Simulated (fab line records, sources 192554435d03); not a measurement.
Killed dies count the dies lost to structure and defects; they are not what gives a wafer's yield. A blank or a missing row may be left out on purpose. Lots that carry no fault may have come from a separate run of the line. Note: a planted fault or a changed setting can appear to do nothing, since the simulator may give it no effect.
Which tool did it?	flow n5Finfet	21 wafers from 7 lots sampled at 7 of the route's 1938 steps

## WHAT THE GAUGES READ, wafer by wafer
N5_BEOL_M9_INSPECT_58: inspects for defects (darkfield). Usual: rawDefectCount 72, standard deviation 22.
lot	measured	on	rawDefectCount	flag
L519	day 11 22:38	defectInspect-02	63 52 85	
L521	day 12 12:30	defectInspect-02	59 75 44	
L531	day 17 07:39	defectInspect-02	67 99 99	
L532	day 17 23:05	defectInspect-01	83 38 55	
L535	day 18 17:38	defectInspect-02	84 82 73	
L526	day 19 21:57	defectInspect-01	62 56 77	
L540	day 19 22:19	defectInspect-01	82 54 87	

N5_BEOL_M10_CD_MEAS_11: the cd target is 64.1 nm. Usual: cdNm 64.1 nm, standard deviation 0.5.
lot	measured	on	cdNm (nm)	flag
L519	day 11 23:51	cdSem-02	64.6 64.1 64.5	
L521	day 12 13:44	cdSem-02	64.6 64.1 64.4	
L531	day 17 11:19	cdSem-01	60.2 60.7 60.5	OFF
L532	day 18 01:23	cdSem-02	62.3 61.8 61.9	OFF
L535	day 18 20:38	cdSem-02	64.2 63.3 63.0	
L526	day 20 00:17	cdSem-02	63.5 63.2 63.4	
L540	day 20 00:32	cdSem-03	65.0 64.1 64.6	

N5_BEOL_M10_INSPECT_13: inspects for defects (brightfield). Usual: rawDefectCount 398, standard deviation 94.
lot	measured	on	rawDefectCount	flag
L519	day 11 23:54	defectInspect-02	369 365 351	
L521	day 12 13:47	defectInspect-02	329 273 296	
L531	day 17 11:22	defectInspect-01	261 440 369	
L532	day 18 01:27	defectInspect-02	365 492 516	
L535	day 18 20:41	defectInspect-01	341 361 477	
L526	day 20 00:20	defectInspect-02	320 428 387	
L540	day 20 00:35	defectInspect-02	481 324 416	

N5_BEOL_M10_CD_MEAS_18: pitch 140 nm, target cd 70 nm. Usual: cdNm 70.0 nm, standard deviation 0.55.
lot	measured	on	cdNm (nm)	flag
L519	day 12 00:23	cdSem-02	70.5 70.4 70.7	
L521	day 12 14:16	cdSem-03	70.1 70.0 70.1	
L531	day 17 11:52	cdSem-03	65.9 66.7 66.1	OFF
L532	day 18 02:14	cdSem-02	68.3 67.9 68.1	OFF
L535	day 18 21:12	cdSem-02	69.8 69.2 69.3	
L526	day 20 01:32	cdSem-02	69.7 69.4 69.3	
L540	day 20 02:10	cdSem-03	70.9 70.3 70.5	

N5_BEOL_M15_RC_MEAS_101. Usual: COMB_M10 1.6e-11 S/m, standard deviation 3.1e-12; COMB_M11 1.51e-11 S/m, standard deviation 2.9e-12; COMB_M12 7.3e-12 S/m, standard deviation 1.4e-12; COMB_M13 5.6e-12 S/m, standard deviation 1e-12; COMB_M14 4.4e-12 S/m, standard deviation 7.7e-13; COMB_M15 3.2e-12 S/m, standard deviation 5.3e-13; COMB_M15_max_site 4.3e-12 S/m, standard deviation 7.7e-13; COMB_M5 3.8e-11 S/m, standard deviation 7e-12; COMB_M6 2.7e-11 S/m, standard deviation 4.8e-12; COMB_M6_max_site 3.9e-11 S/m, standard deviation 8.4e-12; COMB_M7 2.6e-11 S/m, standard deviation 5.5e-12; COMB_M8 2.6e-11 S/m, standard deviation 4.4e-12; COMB_M9 1.55e-11 S/m, standard deviation 2.9e-12; COMB_M9_max_site 2.2e-11 S/m, standard deviation 5.2e-12; SERP_M10 3.08 ohm/um, standard deviation 0.069; SERP_M11 3.08 ohm/um, standard deviation 0.068; SERP_M12 0.636 ohm/um, standard deviation 0.014; SERP_M13 0.306 ohm/um, standard deviation 0.0057; SERP_M14 0.161 ohm/um, standard deviation 0.0031; SERP_M5 38.3 ohm/um, standard deviation 1; SERP_M6 13.7 ohm/um, standard deviation 0.48; SERP_M7 13.8 ohm/um, standard deviation 0.42; SERP_M7_max_site 14.4 ohm/um, standard deviation 0.46; SERP_M8 13.9 ohm/um, standard deviation 0.57; SERP_M9 3.06 ohm/um, standard deviation 0.076.
lot	measured	on	COMB_M10 (S/m)	COMB_M11 (S/m)	COMB_M12 (S/m)	COMB_M13 (S/m)	COMB_M14 (S/m)	COMB_M15 (S/m)	COMB_M15_max_site (S/m)	COMB_M5 (S/m)	COMB_M6 (S/m)	COMB_M6_max_site (S/m)	COMB_M7 (S/m)	COMB_M8 (S/m)	COMB_M9 (S/m)	COMB_M9_max_site (S/m)	SERP_M10 (ohm/um)	SERP_M11 (ohm/um)	SERP_M12 (ohm/um)	SERP_M13 (ohm/um)	SERP_M14 (ohm/um)	SERP_M5 (ohm/um)	SERP_M6 (ohm/um)	SERP_M7 (ohm/um)	SERP_M7_max_site (ohm/um)	SERP_M8 (ohm/um)	SERP_M9 (ohm/um)	flag
L519	day 13 10:46	prober-01	1.5e-11 1.2e-11 1.4e-11	1.46e-11 1.56e-11 1.92e-11	6.9e-12 6.7e-12 7.7e-12	3.9e-12 3.5e-12 4.6e-12	3.8e-12 4.5e-12 6.1e-12	4.1e-12 3.6e-12 3.9e-12	5.4e-12 5.5e-12 4.6e-12	3.7e-11 3.1e-11 3.9e-11	2.9e-11 2.8e-11 3.4e-11	3.5e-11 3.9e-11 4.1e-11	1.9e-11 2.3e-11 2.2e-11	2.7e-11 2.8e-11 2.5e-11	1.58e-11 1.46e-11 1.24e-11	2.4e-11 2.1e-11 1.6e-11	3.06 3.14 3.02	3.14 3.22 3.10	0.662 0.619 0.632	0.300 0.301 0.301	0.157 0.164 0.162	37.6 38.7 39.2	14.0 13.8 13.3	13.7 13.2 14.0	14.2 13.6 14.7	14.6 14.0 14.8	2.99 3.09 3.04	
L521	day 14 01:17	prober-01	2e-11 1.7e-11 2.1e-11	1.56e-11 1.44e-11 1.37e-11	4.8e-12 5.2e-12 5.8e-12	5.7e-12 4.4e-12 5.9e-12	3.6e-12 4.1e-12 3.9e-12	2.5e-12 2.6e-12 2.9e-12	3.2e-12 3.6e-12 3.4e-12	3.6e-11 3.1e-11 4.4e-11	2.6e-11 2.3e-11 2.4e-11	3e-11 4.3e-11 3.8e-11	1.5e-11 2.4e-11 2.3e-11	2.1e-11 2.2e-11 2.3e-11	9e-12 1.66e-11 1.65e-11	1.3e-11 2.4e-11 2.9e-11	3.12 3.15 3.07	3.07 3.05 3.12	0.637 0.658 0.644	0.315 0.303 0.312	0.165 0.165 0.156	37.1 38.3 38.1	13.1 13.7 13.4	14.2 13.6 13.2	14.8 14.2 13.7	12.7 14.1 13.2	3.14 3.12 3.14	
L531	day 19 10:31	prober-01	1.9e-11 1.7e-11 1.4e-11	1.66e-11 1.33e-11 2.09e-11	5.7e-12 6.3e-12 9.6e-12	4.9e-12 3.8e-12 5.5e-12	4.5e-12 5.1e-12 5e-12	3.6e-12 3.1e-12 2.8e-12	4.5e-12 5.9e-12 3.4e-12	4.4e-11 3.9e-11 3.1e-11	1.9e-11 2.3e-11 3.1e-11	2.6e-11 3e-11 4.6e-11	2.1e-11 1.6e-11 1.8e-11	2.7e-11 2.9e-11 2.6e-11	1.62e-11 1.3e-11 1.56e-11	2.4e-11 1.7e-11 2.3e-11	3.41 3.30 3.30	2.99 3.02 3.01	0.635 0.649 0.646	0.300 0.307 0.307	0.157 0.157 0.162	38.0 37.4 36.5	13.7 13.5 13.0	13.4 13.5 13.3	14.3 13.9 13.8	14.1 13.9 13.8	3.02 3.02 3.11	OFF
L532	day 19 19:14	prober-01	1.7e-11 2.3e-11 1.7e-11	1.53e-11 1.83e-11 2.08e-11	9.1e-12 8.1e-12 8e-12	4.6e-12 6.6e-12 5.9e-12	5.2e-12 6.8e-12 5.1e-12	2.7e-12 2.9e-12 2.7e-12	4e-12 3.4e-12 3.6e-12	4.2e-11 4.6e-11 4.2e-11	2e-11 2.5e-11 2.7e-11	2.8e-11 3.2e-11 3.9e-11	2.7e-11 2.5e-11 2.2e-11	2.7e-11 2.9e-11 3.4e-11	1.39e-11 9.8e-12 1.17e-11	2.3e-11 1.8e-11 1.2e-11	3.21 3.33 3.27	3.11 3.04 3.07	0.645 0.629 0.621	0.300 0.301 0.306	0.161 0.162 0.160	39.7 38.1 39.4	14.4 13.7 14.3	13.1 13.5 12.7	13.5 13.7 13.4	14.6 14.4 14.1	3.10 3.17 3.07	
L535	day 20 15:01	prober-02	1.7e-11 1.7e-11 1.5e-11	1.71e-11 1.68e-11 1.92e-11	7.8e-12 7.6e-12 6.7e-12	8.6e-12 9e-12 5.7e-12	3.5e-12 3.9e-12 3e-12	3.5e-12 3.2e-12 3.3e-12	6e-12 4.9e-12 4.9e-12	4.5e-11 5.7e-11 3.4e-11	2.2e-11 4.2e-11 2.7e-11	2.5e-11 5e-11 4.6e-11	1.9e-11 1.8e-11 1.8e-11	2.3e-11 2.6e-11 2.9e-11	1.42e-11 1.69e-11 1.51e-11	2.1e-11 2.3e-11 2.3e-11	2.95 3.13 3.15	3.06 3.11 3.13	0.627 0.614 0.625	0.305 0.306 0.311	0.158 0.156 0.166	37.7 38.8 38.4	13.7 13.4 14.5	13.4 13.5 13.9	14.3 14.2 14.3	13.9 14.4 13.7	3.09 3.07 3.11	
L526	day 21 20:07	prober-01	1.5e-11 1.9e-11 1.1e-11	1.28e-11 1.22e-11 1.45e-11	6.9e-12 1.03e-11 7.8e-12	4.4e-12 5.3e-12 8e-12	3.4e-12 3.1e-12 3.9e-12	3e-12 2.2e-12 2.7e-12	4e-12 2.6e-12 4.3e-12	3.6e-11 3.5e-11 3.3e-11	3.5e-11 2.7e-11 2.8e-11	4.4e-11 3.5e-11 4e-11	2.5e-11 2.5e-11 1.8e-11	2.1e-11 2.7e-11 2.3e-11	1.57e-11 1.4e-11 1.6e-11	2e-11 2.1e-11 2.3e-11	3.09 3.12 3.07	3.07 3.02 3.05	0.628 0.615 0.625	0.304 0.308 0.306	0.158 0.157 0.159	37.9 39.6 38.7	13.3 13.7 13.9	14.6 13.5 14.3	15.2 13.8 14.8	13.8 13.0 13.7	3.10 3.09 3.04	
L540	day 21 17:56	prober-02	1.5e-11 1.4e-11 1.7e-11	1.51e-11 2.1e-11 1.46e-11	5.7e-12 6.8e-12 5.4e-12	5.1e-12 7.4e-12 7.6e-12	4.8e-12 4.6e-12 6.6e-12	3.5e-12 3.2e-12 2.9e-12	4.5e-12 4e-12 3.6e-12	4e-11 3e-11 3.4e-11	3.2e-11 2.5e-11 2.4e-11	4.6e-11 3.6e-11 3.1e-11	2.3e-11 3.2e-11 2e-11	3e-11 2.9e-11 2.9e-11	1.35e-11 1.53e-11 1.08e-11	1.9e-11 2.4e-11 1.3e-11	3.01 3.05 3.06	3.08 3.12 3.14	0.608 0.625 0.638	0.307 0.320 0.313	0.165 0.162 0.161	38.7 37.0 39.5	13.5 14.1 14.0	14.2 14.3 13.9	14.6 14.7 14.2	14.3 13.8 13.9	3.12 2.97 3.21	

## WHICH TOOL RAN EACH LOT (tool, then ch and the chambers of the sampled wafers, then the start)
lot	N5_BEOL_M10_EXPOSE_08	N5_BEOL_M10_DESCUM_16
L519	arfiScanner-01 ch 0, day 11 23:44	rieDiel-05 ch 0,3, day 11 23:56
L521	arfiScanner-01 ch 0, day 12 13:36	rieDiel-02 ch 2,3, day 12 13:49
L531	arfiScanner-01 ch 0, day 17 11:12	rieDiel-05 ch 1,3, day 17 11:25
L532	arfiScanner-01 ch 0, day 18 01:16	rieDiel-04 ch 2,3, day 18 01:38
L535	arfiScanner-02 ch 0, day 18 20:30	rieDiel-02 ch 0,2,3, day 18 20:43
L526	arfiScanner-03 ch 0, day 20 00:10	rieDiel-05 ch 0,2,3, day 20 00:56
L540	arfiScanner-03 ch 0, day 20 00:25	rieDiel-05 ch 0,2, day 20 01:33
- N5_BEOL_M10_EXPOSE_08: exposes mask M10.
- N5_BEOL_M10_DESCUM_16: chemistry O2, time 7.9 s.

## AS READ BY THE TOOLS THEMSELVES (means over the sampled wafers that have a number; for cases with no such wafer, the mark the record gives instead)
N5_BEOL_M10_EXPOSE_08. Usual: exposureDoseMJCm2 53.78, standard deviation 0.25.
lot	tool	exposureDoseMJCm2	flag
L519	arfiScanner-01	53.60	
L521	arfiScanner-01	53.67	
L531	arfiScanner-01	50.48	OFF
L532	arfiScanner-01	51.64	OFF
L535	arfiScanner-02	54.35	
L526	arfiScanner-03	53.67	
L540	arfiScanner-03	53.69	

N5_BEOL_M10_DESCUM_16. Usual: drypumpMotorCurrentA 5.7 A, standard deviation 0.44; oesProductAu 0.83 a.u., standard deviation 0.091; rfVppV 243.7 V, standard deviation 1.4; showerheadPlenumPTorr 2.13 Torr, standard deviation 0.078; throttleValvePct 20.43 %, standard deviation 0.19.
lot	tool	drypumpMotorCurrentA (A)	oesProductAu (a.u.)	rfVppV (V)	showerheadPlenumPTorr (Torr)	throttleValvePct (%)	flag
L519	rieDiel-05	6.4	0.81	244.2	2.14	20.47	
L521	rieDiel-02	5.6	0.75	241.5	2.06	20.62	
L531	rieDiel-05	5.8	0.79	245.0	2.20	20.40	
L532	rieDiel-04	5.1	0.89	242.9	2.10	20.31	
L535	rieDiel-02	5.6	0.79	243.3	2.12	20.48	
L526	rieDiel-05	6.2	0.86	243.4	2.13	20.42	
L540	rieDiel-05	5.9	0.83	244.8	2.12	20.47	

## THE ANSWER, worked out from the rows above alone
Rule: a lot counts as off when the mean over its wafers that have a number is more than 3 standard deviations away from the usual mean. A lot without any number at a reading at which 4 lots or more have one is off too. All remaining lots with rows at the step are treated as sound. First the gauges in route order, then the tools' own readings, where a lot's mean is used as printed above. The first step at which some lot is off is used, and at that step the reading that is off furthest; a lot without a number counts as furthest.
Off, at N5_BEOL_M10_CD_MEAS_11 on cdNm: L531, L532.
A tool fits if, at a process step before that reading, it ran every lot that is off, and no sound lot after the first of them. The gauges at N5_BEOL_M10_CD_MEAS_11 aren't tried: what is off there is off at N5_BEOL_M10_EXPOSE_08 too, on other tools, and a gauge's error can't cause that. One fits: N5_BEOL_M10_EXPOSE_08 on arfiScanner-01. A fault onset in the window from L521 (day 12 13:36, its last sound lot) to L531 (day 17 11:12, its first lot off) fits.
The tool's own readings at N5_BEOL_M10_EXPOSE_08 bear it out: on the lots that are off they differ by more than 5 times the standard deviation of the sound lots' means. exposureDoseMJCm2 reads 51.06 there against 53.80 on the sound lots.

## WHAT HAD BEEN PUT IN BY THE SIMULATOR
Process parameter drift: arfiScanner-01, from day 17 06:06 on, at N5_BEOL_M10_EXPOSE_08. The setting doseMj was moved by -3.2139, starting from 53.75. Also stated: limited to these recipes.
Shown lots that were struck: L531, L532. This agrees with what the rule above found.
